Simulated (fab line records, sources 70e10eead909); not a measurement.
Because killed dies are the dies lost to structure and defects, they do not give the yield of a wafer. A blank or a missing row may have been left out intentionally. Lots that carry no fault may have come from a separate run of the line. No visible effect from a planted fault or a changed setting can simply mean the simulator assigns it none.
fab line records ; flow nand-harc
[record] lots = 24; wafers = 72; last-day = 24
route steps=1159 shown A_BLC@977 A_BONDPAD@1059 HYBRID_BOND@1099
lots untouched by any fault: they come from a run of this same line in which no faults occurred
start-h: start of the lot's first displayed wafer, in hours after the record's first day ; wait-h: time in hours since the lot's previous step ; " repeats the value in the row above ; L1.1+2: a single row standing in for several wafers ; - no value, or no start was given ; * or withheld: withheld ; < > ~ a bound
route shown NAME@n: NAME is a module with steps in the file, n the number in the route of the first one ; usual: mean/standard deviation of fault-free wafers ; same: alike in all rows ; chamber/n: place in a boat ; sites: the reading at each site ; _std_site: how widely they spread, as a standard deviation ; _edge_site: outer sites' mean less inner sites' ; radius-mm: how far each site lies from the wafer's centre ; mask NAME#n: copy n ; behind: the most recent tool/chamber to have shaped the wafer ; hold: reason for holding the lot/hours on hold/outcome of the hold ; device: which transistor (n, p or np) failed to switch ; end of line: tests run on the same wafers once the route is complete ; a step without rows: its recipe alone ; killed: the dies lost at the first sort to structure and to defects; this is not the yield of the wafer ; map: a wafer's dies, marking killed ones x, the rest . and places with no die _
set.NAME: the setting as run; set.NAME@STEP: as run at that earlier step ; model.NAME: the simulator's own value behind a step, which no gauge read
the route's steps for a sample of lots (tables are steps, rows are wafers)
services: from which hour (start-h, from the record's first day; less than 0 if before it) a tool's chamber was out of use, for how many hours, and why
[[steps]]
[step NHARC_A_BLC_DESCUM_15]
[recipe] time-s = 3; o2-flow-sccm = 200; ar-flow-sccm = 0; bias-power-w = 0; chemistry = O2
[usual] drypump-motor-current-A = 5.9/0.43; oes-product-au = 1.004/0.0081; rf-vpp-V = 57.7/0.89; showerhead-plenum-p-Torr = 1.89/0.084; throttle-valve-pct = 11.311/0.0094
[same] bias-power-w = 0
lot.wafer;tool;chamber;start-h;wait-h;drypump-motor-current-A;oes-product-au;rf-hours-counter-h;rf-vpp-V;showerhead-plenum-p-Torr;throttle-valve-pct
L074.4;rie-diel-04;0;386.61;0.1;5.0;1.010;33;58.2;1.78;11.304
L074.2;rie-diel-04;2;386.61;0.1;5.7;1.002;34;57.0;1.86;11.318
L074.6;rie-diel-04;1;386.61;0.1;6.2;1.000;-;57.2;1.83;11.292
L075.3;rie-diel-13;3;398.24;0.1;5.2;1.012;13;58.7;1.87;11.322
L075.1;rie-diel-13;1;398.24;0.1;5.7;0.988;12;57.4;1.99;11.308
L075.6;rie-diel-13;0;398.24;0.1;6.5;1.002;-;58.6;2.04;11.313
L076.2;rie-diel-04;1;398.66;0.1;6.2;1.006;35;58.2;1.83;11.317
L076.3;rie-diel-04;2;398.66;0.1;5.7;0.987;43;58.3;1.86;11.312
L076.5;rie-diel-04;0;398.66;0.1;5.0;0.994;-;56.4;1.78;11.324
L078.3;rie-diel-13;2;400.79;0.1;5.6;0.994;14;59.0;1.80;11.336
L078.5;rie-diel-13;3;400.79;0.1;5.2;1.003;-;58.0;1.87;11.313
L078.6;rie-diel-13;0;400.79;0.1;6.5;1.009;-;57.5;2.04;11.322
L077.3;rie-diel-05;2;403.66;0.1;6.2;1.024;5;57.8;1.93;11.306
L077.1;rie-diel-05;1;403.66;0.1;5.9;1.016;5;59.1;1.78;11.304
L077.5;rie-diel-05;3;403.66;0.1;6.4;1.001;-;56.7;1.98;11.312
L079.3;rie-diel-05;2;425.16;0.1;6.2;1.016;6;55.8;1.93;11.322
L079.2;rie-diel-05;3;425.16;0.1;6.3;1.015;6;59.1;1.98;11.319
L079.1;rie-diel-05;0;425.16;0.1;5.8;1.011;7;57.7;1.87;11.297
L080.1;rie-diel-05;1;436.34;0.1;6.0;1.004;8;56.6;1.78;11.329
L080.6;rie-diel-05;3;436.34;0.1;6.3;0.999;-;57.0;1.98;11.295
L080.5;rie-diel-05;0;436.34;0.1;5.8;0.991;-;58.2;1.87;11.303
L081.4;rie-diel-05;0;438.32;0.1;5.8;0.994;9;57.7;1.87;11.317
L081.5;rie-diel-05;0;438.32;0.1;5.8;0.985;-;57.5;1.87;11.326
L081.6;rie-diel-05;1;438.32;0.1;5.9;1.012;-;57.6;1.78;11.329
L082.3;rie-diel-05;3;444.34;0.1;6.4;1.007;8;57.2;1.98;11.312
L082.4;rie-diel-05;0;444.34;0.1;5.8;1.002;10;57.9;1.87;11.305
L082.6;rie-diel-05;3;444.34;0.1;6.4;1.007;-;58.6;1.98;11.320
L083.2;rie-diel-13;1;444.84;0.1;5.7;1.002;18;57.7;1.99;11.318
L083.3;rie-diel-13;2;444.84;0.1;5.5;1.003;19;57.5;1.79;11.290
L083.4;rie-diel-13;2;444.84;0.1;5.6;0.997;-;57.6;1.79;11.293
L085.1;rie-diel-05;2;456.55;0.1;6.2;1.017;9;56.4;1.93;11.311
L085.3;rie-diel-05;1;456.55;0.1;5.9;1.003;10;58.1;1.78;11.307
L085.5;rie-diel-05;2;456.55;0.1;6.2;1.025;-;57.1;1.93;11.309
L086.3;rie-diel-05;1;461.03;0.1;5.9;1.019;11;57.9;1.78;11.313
L086.1;rie-diel-05;3;461.03;0.1;6.4;1.004;10;58.2;1.98;11.312
L086.5;rie-diel-05;0;461.03;0.1;5.8;0.997;-;57.1;1.87;11.322
L087.3;rie-diel-05;3;461.61;0.1;6.4;1.004;11;59.4;1.98;11.318
L087.2;rie-diel-05;0;461.61;0.1;5.8;0.999;12;58.1;1.87;11.321
L087.5;rie-diel-05;3;461.61;0.1;6.4;1.004;-;58.1;1.98;11.297
L089.3;rie-diel-05;2;470.55;0.1;6.2;1.008;11;56.3;1.93;11.317
L089.4;rie-diel-05;0;470.55;0.1;5.8;1.001;13;57.3;1.87;11.308
L089.5;rie-diel-05;2;470.55;0.1;6.1;1.004;-;56.1;1.93;11.311
L084.4;rie-diel-05;0;471.35;0.2;5.8;0.994;13;57.7;1.87;11.320
L084.2;rie-diel-05;1;471.35;0.2;6.0;0.996;12;56.3;1.78;11.300
L084.3;rie-diel-05;2;471.35;0.2;6.2;1.019;11;57.6;1.93;11.307
L088.1;rie-diel-05;0;479.99;0.1;5.8;1.002;14;57.3;1.87;11.317
L088.3;rie-diel-05;1;479.99;0.1;5.9;1.009;13;58.1;1.78;11.313
L088.6;rie-diel-05;0;479.99;0.1;5.8;0.999;-;57.5;1.87;11.317
L090.2;rie-diel-13;3;482.21;0.1;5.2;1.001;2;57.0;1.86;11.308
L090.3;rie-diel-13;0;482.21;0.1;6.5;1.001;2;58.9;2.04;11.313
L090.1;rie-diel-13;1;482.21;0.1;5.7;1.006;3;57.5;1.99;11.308
L091.4;rie-diel-13;3;492.80;0.1;5.2;0.989;4;56.7;1.86;11.309
L091.5;rie-diel-13;3;492.80;0.1;5.2;0.992;-;57.5;1.86;11.319
L091.6;rie-diel-13;0;492.80;0.1;6.5;0.999;-;58.0;2.04;11.303
L093.3;rie-diel-13;2;503.38;0.1;5.6;1.014;5;57.5;1.79;11.298
L093.2;rie-diel-13;3;503.38;0.1;5.2;1.016;5;57.1;1.86;11.312
L093.6;rie-diel-13;1;503.38;0.1;5.7;1.007;-;57.9;1.99;11.321
L094.1;rie-diel-04;3;504.96;0.1;5.3;0.991;10;58.0;1.96;11.310
L094.3;rie-diel-04;0;504.96;0.1;5.0;0.995;9;56.4;1.77;11.295
L094.5;rie-diel-04;2;504.96;0.1;5.7;0.996;-;57.4;1.84;11.328
L092.2;rie-diel-13;2;510.13;0.1;5.6;0.998;6;59.3;1.79;11.317
L092.1;rie-diel-13;0;510.13;0.1;6.5;1.004;6;59.9;2.04;11.305
L092.6;rie-diel-13;2;510.13;0.1;5.7;0.998;-;56.1;1.79;11.293
L097.2;rie-diel-05;2;526.69;0.1;6.2;1.006;0;58.0;1.93;11.326
L097.3;rie-diel-05;0;526.69;0.1;5.8;1.007;0;57.9;1.87;11.315
L097.6;rie-diel-05;3;526.69;0.1;6.3;1.004;-;58.9;1.98;11.308
L095.4;rie-diel-05;1;529.59;0.1;5.9;1.016;0;57.9;1.77;11.306
L095.3;rie-diel-05;2;529.59;0.1;6.2;1.024;0;58.0;1.93;11.313
L095.2;rie-diel-05;3;529.59;0.1;6.4;1.015;0;58.9;1.97;11.316
L096.1;rie-diel-04;0;530.43;0.1;5.1;1.000;21;56.8;1.77;11.301
L096.3;rie-diel-04;3;530.43;0.1;5.3;1.005;-;58.1;1.96;11.301
L096.4;rie-diel-04;0;530.43;0.1;5.0;1.005;-;57.0;1.77;11.316
[step NHARC_A_BONDPAD_DEP_00]
[recipe] target-thk-a = 2500; temp-c = 370; target-thk-nm = 250; pressure-torr = 3; flow-sccm = 200; rf-w = 450; material = SiCN
[usual] chamber-pressure-Torr = 3.000/0.0061; heater-power-w = 617/61
lot.wafer;tool;chamber;start-h;wait-h;chamber-pressure-Torr;heater-power-w
L074.2;pecvd-02;0;402.03;-;2.994;683
L074.6;pecvd-02;2;402.03;-;2.997;640
L074.4;pecvd-02;0;402.03;-;2.994;692
L075.3;pecvd-04;1;409.59;-;3.000;658
L075.1;pecvd-04;0;409.59;-;2.987;651
L075.6;pecvd-04;2;409.59;-;3.007;558
L076.2;pecvd-02;0;410.52;-;2.997;686
L076.3;pecvd-02;1;410.52;-;2.988;591
L076.5;pecvd-02;1;410.52;-;2.997;596
L078.3;pecvd-02;1;412.75;-;3.007;647
L078.5;pecvd-02;2;412.75;-;3.000;653
L078.6;pecvd-02;0;412.75;-;3.011;571
L077.3;pecvd-03;2;415.30;-;2.999;643
L077.1;pecvd-03;0;415.30;-;2.995;485
L077.5;pecvd-03;1;415.30;-;3.005;663
L079.2;pecvd-02;0;436.76;-;2.995;656
L079.3;pecvd-02;1;436.76;-;2.997;617
L079.1;pecvd-02;2;436.76;-;2.997;555
L080.1;pecvd-02;1;451.32;-;3.004;510
L080.5;pecvd-02;2;451.32;-;3.005;559
L080.6;pecvd-02;0;451.32;-;3.012;659
L081.4;pecvd-04;0;452.07;-;2.988;634
L081.5;pecvd-04;1;452.07;-;2.998;614
L081.6;pecvd-04;2;452.07;-;3.000;567
L082.3;pecvd-02;1;459.28;-;2.999;615
L082.4;pecvd-02;0;459.28;-;3.003;705
L082.6;pecvd-02;1;459.28;-;3.001;622
L083.2;pecvd-04;2;-;-;2.996;617
L083.3;pecvd-04;0;-;-;2.995;563
L083.4;pecvd-04;2;-;-;2.997;615
L085.1;pecvd-02;0;467.99;-;2.996;674
L085.3;pecvd-02;2;467.99;-;3.008;618
L085.5;pecvd-02;0;467.99;-;2.994;684
L086.1;pecvd-02;2;477.13;-;2.999;658
L086.3;pecvd-02;0;477.13;-;2.997;702
L086.5;pecvd-02;0;477.13;-;3.008;702
L087.2;pecvd-02;2;477.59;-;3.011;605
L087.3;pecvd-02;1;477.59;-;3.005;570
L087.5;pecvd-02;1;477.59;-;3.001;605
L089.3;pecvd-02;1;487.16;-;2.998;562
L089.5;pecvd-02;0;487.16;-;2.994;692
L089.4;pecvd-02;1;487.16;-;3.000;584
L084.2;pecvd-02;1;487.54;-;2.992;586
L084.3;pecvd-02;2;487.54;-;2.999;569
L084.4;pecvd-02;1;487.54;-;3.007;593
L088.1;pecvd-04;0;491.57;-;3.011;631
L088.3;pecvd-04;1;491.57;-;3.006;682
L088.6;pecvd-04;0;491.57;-;3.007;639
L090.1;pecvd-04;1;498.36;-;2.997;597
L090.2;pecvd-04;2;498.36;-;2.989;629
L090.3;pecvd-04;0;498.36;-;2.988;585
L091.6;pecvd-02;0;511.91;-;3.006;690
L091.5;pecvd-02;1;511.91;-;2.996;525
L091.4;pecvd-02;2;511.91;-;3.001;548
L093.2;pecvd-03;0;517.84;-;2.997;456
L093.3;pecvd-03;1;517.84;-;2.988;587
L093.6;pecvd-03;0;517.84;-;3.016;474
L094.1;pecvd-04;1;519.60;-;2.999;648
L094.3;pecvd-04;0;519.60;-;3.006;588
L094.5;pecvd-04;2;519.60;-;3.004;562
L092.1;pecvd-03;2;527.13;-;3.005;704
L092.2;pecvd-03;0;527.13;-;3.006;463
L092.6;pecvd-03;2;527.13;-;2.999;731
L097.2;pecvd-02;1;538.48;-;3.006;527
L097.3;pecvd-02;2;538.48;-;2.997;704
L097.6;pecvd-02;0;538.48;-;3.021;586
L095.3;pecvd-02;1;541.07;-;2.996;545
L095.2;pecvd-02;2;541.07;-;3.001;623
L095.4;pecvd-02;1;541.07;-;3.000;558
L096.1;pecvd-02;2;542.99;-;3.002;645
L096.3;pecvd-02;0;542.99;-;2.990;740
L096.4;pecvd-02;2;542.99;-;3.007;665
[step NHARC_A_BONDPAD_OVL_MEAS_35]
[usual] overlay-x-nm = 1/5.3; overlay-y-nm = -2/5.1
lot.wafer;tool;chamber;start-h;wait-h;overlay-x-nm;overlay-y-nm
L074.2;overlay-01;-;403.32;-;-3;-4
L074.4;overlay-01;-;403.32;-;-3;-5
L074.6;overlay-01;-;403.32;-;-3;-4
L075.1;overlay-01;-;410.80;-;-1;-4
L075.3;overlay-01;-;410.80;-;-1;-3
L075.6;overlay-01;-;410.80;-;-1;-4
L076.2;overlay-02;-;411.66;-;7;-6
L076.3;overlay-02;-;411.66;-;6;-5
L076.5;overlay-02;-;411.66;-;7;-6
L078.3;overlay-01;-;413.87;-;3;3
L078.5;overlay-01;-;413.87;-;2;2
L078.6;overlay-01;-;413.87;-;2;2
L077.1;overlay-02;-;416.57;-;-4;-8
L077.3;overlay-02;-;416.57;-;-4;-8
L077.5;overlay-02;-;416.57;-;-4;-7
L079.1;overlay-02;-;438.07;-;1;1
L079.2;overlay-02;-;438.07;-;0;2
L079.3;overlay-02;-;438.07;-;0;1
L080.1;overlay-01;-;452.55;-;-12;0
L080.5;overlay-01;-;452.55;-;-12;0
L080.6;overlay-01;-;452.55;-;-11;0
L081.4;overlay-01;-;453.24;-;4;2
L081.5;overlay-01;-;453.24;-;4;3
L081.6;overlay-01;-;453.24;-;4;3
L082.3;overlay-02;-;460.38;-;-3;0
L082.4;overlay-02;-;460.38;-;-2;0
L082.6;overlay-02;-;460.38;-;-2;0
L083.2;overlay-01;-;460.78;-;6;5
L083.3;overlay-01;-;460.78;-;6;5
L083.4;overlay-01;-;460.78;-;6;5
L085.1;overlay-02;-;469.18;-;7;-4
L085.3;overlay-02;-;469.18;-;7;-4
L085.5;overlay-02;-;469.18;-;6;-5
L086.1;overlay-02;-;478.44;-;3;-11
L086.3;overlay-02;-;478.44;-;3;-11
L086.5;overlay-02;-;478.44;-;3;-10
L087.2;overlay-01;-;478.93;-;5;-1
L087.3;overlay-01;-;478.93;-;5;-2
L087.5;overlay-01;-;478.93;-;5;-2
L089.3;overlay-01;-;488.25;-;2;6
L089.4;overlay-01;-;488.25;-;1;7
L089.5;overlay-01;-;488.25;-;2;7
L084.2;overlay-01;-;488.87;-;7;-1
L084.3;overlay-01;-;488.87;-;7;-2
L084.4;overlay-01;-;488.87;-;8;-1
L088.1;overlay-02;-;492.76;-;0;-8
L088.3;overlay-02;-;492.76;-;0;-8
L088.6;overlay-02;-;492.76;-;0;-8
L090.1;overlay-02;-;499.55;-;-8;2
L090.2;overlay-02;-;499.55;-;-8;1
L090.3;overlay-02;-;499.55;-;-7;1
L091.4;overlay-01;-;513.10;-;-5;7
L091.5;overlay-01;-;513.10;-;-5;7
L091.6;overlay-01;-;513.10;-;-5;6
L093.2;overlay-02;-;519.16;-;2;1
L093.3;overlay-02;-;519.16;-;2;1
L093.6;overlay-02;-;519.16;-;2;0
L094.1;overlay-01;-;520.80;-;9;-6
L094.3;overlay-01;-;520.80;-;9;-5
L094.5;overlay-01;-;520.80;-;10;-5
L092.1;overlay-01;-;528.39;-;8;-7
L092.2;overlay-01;-;528.39;-;8;-8
L092.6;overlay-01;-;528.39;-;7;-8
L097.2;overlay-01;-;539.75;-;-5;5
L097.3;overlay-01;-;539.75;-;-4;5
L097.6;overlay-01;-;539.75;-;-4;5
L095.2;overlay-01;-;542.36;-;0;0
L095.3;overlay-01;-;542.36;-;1;-1
L095.4;overlay-01;-;542.36;-;0;-1
L096.1;overlay-02;-;544.12;-;7;-11
L096.3;overlay-02;-;544.12;-;7;-12
L096.4;overlay-02;-;544.12;-;7;-12
[step NHARC_A_BONDPAD_PVD_17]
[recipe] target-thk-a = 50; bias-v = 168.6; power-w = 15000; chamber-pressure-pa = 0.12; time-s = 8.06; substrate-temp-c = 50; material = TaN
[usual] throttle-valve-pct = 30.5/0.93
lot.wafer;tool;chamber;start-h;wait-h;throttle-valve-pct
L074.4;pvd-sputter-01;-;-;-;30.9
L074.2;pvd-sputter-01;-;-;-;31.4
L074.6;pvd-sputter-01;-;-;-;31.6
L075.1;pvd-sputter-02;-;-;-;30.6
L075.3;pvd-sputter-02;-;-;-;28.7
L075.6;pvd-sputter-02;-;-;-;30.4
L076.3;pvd-sputter-03;-;-;-;31.4
L076.2;pvd-sputter-03;-;-;-;30.5
L076.5;pvd-sputter-03;-;-;-;30.7
L078.3;pvd-sputter-03;-;-;-;30.6
L078.6;pvd-sputter-03;-;-;-;30.7
L078.5;pvd-sputter-03;-;-;-;30.5
L077.3;pvd-sputter-03;-;-;-;30.9
L077.1;pvd-sputter-03;-;-;-;30.9
L077.5;pvd-sputter-03;-;-;-;30.6
L079.1;pvd-sputter-03;-;-;-;31.0
L079.2;pvd-sputter-03;-;-;-;31.6
L079.3;pvd-sputter-03;-;-;-;30.6
L080.1;pvd-sputter-03;-;-;-;30.8
L080.6;pvd-sputter-03;-;-;-;30.8
L080.5;pvd-sputter-03;-;-;-;30.3
L081.4;pvd-sputter-01;-;-;-;28.5
L081.5;pvd-sputter-01;-;-;-;31.0
L081.6;pvd-sputter-01;-;-;-;28.3
L082.3;pvd-sputter-02;-;-;-;30.2
L082.4;pvd-sputter-02;-;-;-;30.7
L082.6;pvd-sputter-02;-;-;-;30.2
L083.2;pvd-sputter-01;-;-;-;28.5
L083.3;pvd-sputter-01;-;-;-;30.8
L083.4;pvd-sputter-01;-;-;-;31.3
L085.1;pvd-sputter-03;-;-;-;31.2
L085.3;pvd-sputter-03;-;-;-;30.4
L085.5;pvd-sputter-03;-;-;-;31.4
L086.1;pvd-sputter-03;-;-;-;30.7
L086.3;pvd-sputter-03;-;-;-;31.4
L086.5;pvd-sputter-03;-;-;-;30.3
L087.2;pvd-sputter-02;-;-;-;30.4
L087.3;pvd-sputter-02;-;-;-;30.1
L087.5;pvd-sputter-02;-;-;-;28.8
L089.3;pvd-sputter-01;-;-;-;31.1
L089.4;pvd-sputter-01;-;-;-;31.4
L089.5;pvd-sputter-01;-;-;-;31.9
L084.2;pvd-sputter-03;-;-;-;31.3
L084.3;pvd-sputter-03;-;-;-;31.2
L084.4;pvd-sputter-03;-;-;-;31.1
L088.1;pvd-sputter-02;-;-;-;28.7
L088.3;pvd-sputter-02;-;-;-;30.0
L088.6;pvd-sputter-02;-;-;-;28.6
L090.3;pvd-sputter-01;-;-;-;28.7
L090.1;pvd-sputter-01;-;-;-;30.9
L090.2;pvd-sputter-01;-;-;-;32.3
L091.4;pvd-sputter-01;-;-;-;31.6
L091.5;pvd-sputter-01;-;-;-;28.6
L091.6;pvd-sputter-01;-;-;-;30.8
L093.3;pvd-sputter-03;-;-;-;30.7
L093.2;pvd-sputter-03;-;-;-;30.7
L093.6;pvd-sputter-03;-;-;-;30.7
L094.3;pvd-sputter-02;-;-;-;28.8
L094.1;pvd-sputter-02;-;-;-;30.3
L094.5;pvd-sputter-02;-;-;-;30.4
L092.2;pvd-sputter-02;-;-;-;30.7
L092.1;pvd-sputter-02;-;-;-;30.3
L092.6;pvd-sputter-02;-;-;-;30.5
L097.2;pvd-sputter-01;-;-;-;31.2
L097.3;pvd-sputter-01;-;-;-;28.5
L097.6;pvd-sputter-01;-;-;-;31.4
L095.4;pvd-sputter-03;-;-;-;31.1
L095.2;pvd-sputter-03;-;-;-;30.8
L095.3;pvd-sputter-03;-;-;-;30.3
L096.1;pvd-sputter-02;-;-;-;28.8
L096.4;pvd-sputter-02;-;-;-;30.4
L096.3;pvd-sputter-02;-;-;-;30.3
[step NHARC_A_BONDPAD_ANNEAL_28]
[recipe] temp-c = 225; time-s = 90
[usual] wafer_temp_C_max = 226.3/0.37
lot.wafer;tool;chamber;start-h;wait-h;wafer_temp_C_max
L074.2;rtp-anneal-01;0;405.23;0.4;225.9
L074.4;rtp-anneal-01;0;405.23;0.4;225.8
L074.6;rtp-anneal-01;0;405.23;0.4;225.8
L075.1;rtp-anneal-01;0;412.64;-;226.3
L075.3;rtp-anneal-01;0;412.64;-;226.4
L075.6;rtp-anneal-01;0;412.64;-;226.5
L076.2;rtp-anneal-01;0;413.52;-;226.3
L076.3;rtp-anneal-01;0;413.52;-;226.4
L076.5;rtp-anneal-01;0;413.52;-;225.8
L078.3;rtp-anneal-01;0;416.47;-;226.1
L078.5;rtp-anneal-01;0;416.47;-;225.9
L078.6;rtp-anneal-01;0;416.47;-;226.2
L077.1;rtp-anneal-01;0;418.42;0.3;226.3
L077.3;rtp-anneal-01;0;418.42;0.3;225.6
L077.5;rtp-anneal-01;0;418.42;0.3;225.9
L079.1;rtp-anneal-01;0;439.87;0.3;225.8
L079.2;rtp-anneal-01;0;439.87;0.3;226.0
L079.3;rtp-anneal-01;0;439.87;0.3;226.1
L080.1;rtp-anneal-01;0;454.52;-;226.1
L080.5;rtp-anneal-01;0;454.52;-;225.7
L080.6;rtp-anneal-01;0;454.52;-;226.0
L081.4;rtp-anneal-02;0;455.43;-;227.2
L081.5;rtp-anneal-02;0;455.43;-;226.8
L081.6;rtp-anneal-02;0;455.43;-;226.1
L082.3;rtp-anneal-01;0;462.27;-;226.0
L082.4;rtp-anneal-01;0;462.27;-;225.8
L082.6;rtp-anneal-01;0;462.27;-;226.0
L083.2;rtp-anneal-01;0;462.82;-;225.9
L083.3;rtp-anneal-01;0;462.82;-;225.8
L083.4;rtp-anneal-01;0;462.82;-;226.1
L085.1;rtp-anneal-02;0;471.03;-;226.4
L085.3;rtp-anneal-02;0;471.03;-;227.1
L085.5;rtp-anneal-02;0;471.03;-;226.8
L086.1;rtp-anneal-02;0;480.70;0.3;226.3
L086.3;rtp-anneal-02;0;480.70;0.3;226.3
L086.5;rtp-anneal-02;0;480.70;0.3;226.8
L087.2;rtp-anneal-02;0;481.06;-;226.6
L087.3;rtp-anneal-02;0;481.06;-;226.7
L087.5;rtp-anneal-02;0;481.06;-;226.6
L089.3;rtp-anneal-02;0;490.25;0.3;226.2
L089.4;rtp-anneal-02;0;490.25;0.3;226.3
L089.5;rtp-anneal-02;0;490.25;0.3;226.1
L084.2;rtp-anneal-02;0;490.90;-;226.2
L084.3;rtp-anneal-02;0;490.90;-;226.0
L084.4;rtp-anneal-02;0;490.90;-;226.0
L088.1;rtp-anneal-02;0;494.65;-;226.4
L088.3;rtp-anneal-02;0;494.65;-;227.1
L088.6;rtp-anneal-02;0;494.65;-;226.7
L090.1;rtp-anneal-02;0;502.21;0.4;226.0
L090.2;rtp-anneal-02;0;502.21;0.4;226.4
L090.3;rtp-anneal-02;0;502.21;0.4;226.1
L091.4;rtp-anneal-01;0;515.16;0.3;225.7
L091.5;rtp-anneal-01;0;515.16;0.3;225.4
L091.6;rtp-anneal-01;0;515.16;0.3;225.7
L093.2;rtp-anneal-02;0;521.58;0.4;226.3
L093.3;rtp-anneal-02;0;521.58;0.4;226.4
L093.6;rtp-anneal-02;0;521.58;0.4;226.6
L094.1;rtp-anneal-02;0;522.67;-;226.6
L094.3;rtp-anneal-02;0;522.67;-;226.5
L094.5;rtp-anneal-02;0;522.67;-;226.3
L092.1;rtp-anneal-01;0;530.23;-;226.5
L092.2;rtp-anneal-01;0;530.23;-;225.9
L092.6;rtp-anneal-01;0;530.23;-;226.0
L097.2;rtp-anneal-02;0;541.62;0.4;227.3
L097.3;rtp-anneal-02;0;541.62;0.4;226.7
L097.6;rtp-anneal-02;0;541.62;0.4;226.3
L095.2;rtp-anneal-02;0;544.31;-;226.7
L095.3;rtp-anneal-02;0;544.31;-;226.5
L095.4;rtp-anneal-02;0;544.31;-;226.2
L096.1;rtp-anneal-02;0;546.30;0.3;226.2
L096.3;rtp-anneal-02;0;546.30;0.3;226.4
L096.4;rtp-anneal-02;0;546.30;0.3;226.5
[step NHARC_HYBRID_BOND_OVL_MEAS_05]
[usual] overlay-x-nm = -3/31; overlay-y-nm = 6/34
lot.wafer;tool;chamber;start-h;wait-h;overlay-x-nm;overlay-y-nm
L075.1;overlay-01;-;420.60;0.4;1;27
L075.3;overlay-01;-;420.60;0.4;-23;-34
L075.6;overlay-01;-;420.60;0.4;48;1
L074.2;overlay-02;-;420.60;0.4;26;47
L074.4;overlay-02;-;420.60;0.4;-30;-7
L074.6;overlay-02;-;420.60;0.4;12;67
L076.2;overlay-02;-;432.51;0.4;-3;9
L076.3;overlay-02;-;432.51;0.4;-48;11
L076.5;overlay-02;-;432.51;0.4;3;8
L078.3;overlay-01;-;432.52;0.4;-44;43
L078.5;overlay-01;-;432.52;0.4;25;52
L078.6;overlay-01;-;432.52;0.4;5;0
L077.1;overlay-02;-;432.53;0.4;-65;-1
L077.3;overlay-02;-;432.53;0.4;-34;46
L077.5;overlay-02;-;432.53;0.4;-49;-52
L079.1;overlay-02;-;451.88;0.4;-84;-14
L079.2;overlay-02;-;451.88;0.4;-1;-32
L079.3;overlay-02;-;451.88;0.4;-11;-26
L080.1;overlay-01;-;465.71;0.4;3;1
L080.5;overlay-01;-;465.71;0.4;26;7
L080.6;overlay-01;-;465.71;0.4;4;-42
L081.4;overlay-02;-;465.72;0.4;-19;51
L081.5;overlay-02;-;465.72;0.4;15;39
L081.6;overlay-02;-;465.72;0.4;1;27
L082.3;overlay-02;-;472.87;0.4;-44;70
L082.4;overlay-02;-;472.87;0.4;-25;68
L082.6;overlay-02;-;472.87;0.4;-50;39
L083.2;overlay-01;-;472.87;0.4;-7;-5
L083.3;overlay-01;-;472.87;0.4;-18;27
L083.4;overlay-01;-;472.87;0.4;-43;54
L085.1;overlay-02;-;481.77;0.4;-20;-2
L085.3;overlay-02;-;481.77;0.4;10;18
L085.5;overlay-02;-;481.77;0.4;6;89
L086.1;overlay-02;-;493.28;0.4;23;-26
L086.3;overlay-02;-;493.28;0.4;-17;-11
L086.5;overlay-02;-;493.28;0.4;12;-9
L087.2;overlay-02;-;493.29;0.4;13;22
L087.3;overlay-02;-;493.29;0.4;19;-18
L087.5;overlay-02;-;493.29;0.4;-8;-21
L084.2;overlay-01;-;501.59;0.4;53;-30
L084.3;overlay-01;-;501.59;0.4;24;-24
L084.4;overlay-01;-;501.59;0.4;-30;48
L089.3;overlay-02;-;501.59;0.4;20;-5
L089.4;overlay-02;-;501.59;0.4;-65;34
L089.5;overlay-02;-;501.59;0.4;-14;18
L088.1;overlay-01;-;505.89;0.4;-11;-41
L088.3;overlay-01;-;505.89;0.4;8;-85
L088.6;overlay-01;-;505.89;0.4;-11;-35
L090.1;overlay-01;-;515.58;0.4;-31;60
L090.2;overlay-01;-;515.58;0.4;-3;17
L090.3;overlay-01;-;515.58;0.4;2;21
L091.4;overlay-02;-;526.54;0.4;44;-5
L091.5;overlay-02;-;526.54;0.4;-39;-30
L091.6;overlay-02;-;526.54;0.4;-1;5
L094.1;overlay-01;-;534.12;0.4;-17;86
L094.3;overlay-01;-;534.12;0.4;-56;-32
L094.5;overlay-01;-;534.12;0.4;-17;13
L093.2;overlay-02;-;534.12;0.4;-19;23
L093.3;overlay-02;-;534.12;0.4;2;16
L093.6;overlay-02;-;534.12;0.4;-17;1
L092.1;overlay-02;-;542.84;0.4;-38;-55
L092.2;overlay-02;-;542.84;0.4;-17;43
L092.6;overlay-02;-;542.84;0.4;-4;40
L097.2;overlay-02;-;552.32;0.4;-10;47
L097.3;overlay-02;-;552.32;0.4;-20;63
L097.6;overlay-02;-;552.32;0.4;-13;26
L095.2;overlay-01;-;552.32;0.4;-21;11
L095.3;overlay-01;-;552.32;0.4;-65;-5
L095.4;overlay-01;-;552.32;0.4;-9;-10
L096.1;overlay-02;-;557.16;0.4;45;-28
L096.3;overlay-02;-;557.16;0.4;-41;4
L096.4;overlay-02;-;557.16;0.4;-15;62
[[services]]
tool;chamber;start-h;hours;kind
rie-diel-04;2;362.65;7.9;repair
rie-diel-05;3;364.36;1.8;repair
rie-diel-05;2;373.51;1.6;repair
pecvd-04;-;376.48;13.0;pm
pvd-sputter-03;-;381.02;1.5;repair
rie-diel-04;3;381.53;3.7;repair
rie-diel-05;3;383.23;4.3;repair
pvd-sputter-02;-;392.05;10.0;pm
rie-diel-05;-;406.41;1.4;repair
rie-diel-13;2;412.41;3.2;repair
rie-diel-13;0;434.27;10.9;repair
pvd-sputter-03;-;436.57;2.1;repair
rie-diel-04;-;442.20;0.7;repair
pvd-sputter-03;-;450.87;2.6;repair
rie-diel-13;-;453.03;9.0;pm
pvd-sputter-03;-;458.00;10.0;pm
rie-diel-04;0;461.25;4.9;repair
pecvd-02;-;463.62;0.9;repair
pecvd-04;0;473.71;4.8;repair
pecvd-04;-;477.65;1.1;repair
pecvd-02;-;515.32;13.0;pm
pvd-sputter-02;-;517.48;4.4;repair
rie-diel-05;-;517.60;9.0;pm
pvd-sputter-01;-;517.96;10.0;pm
[[key]]
fault none
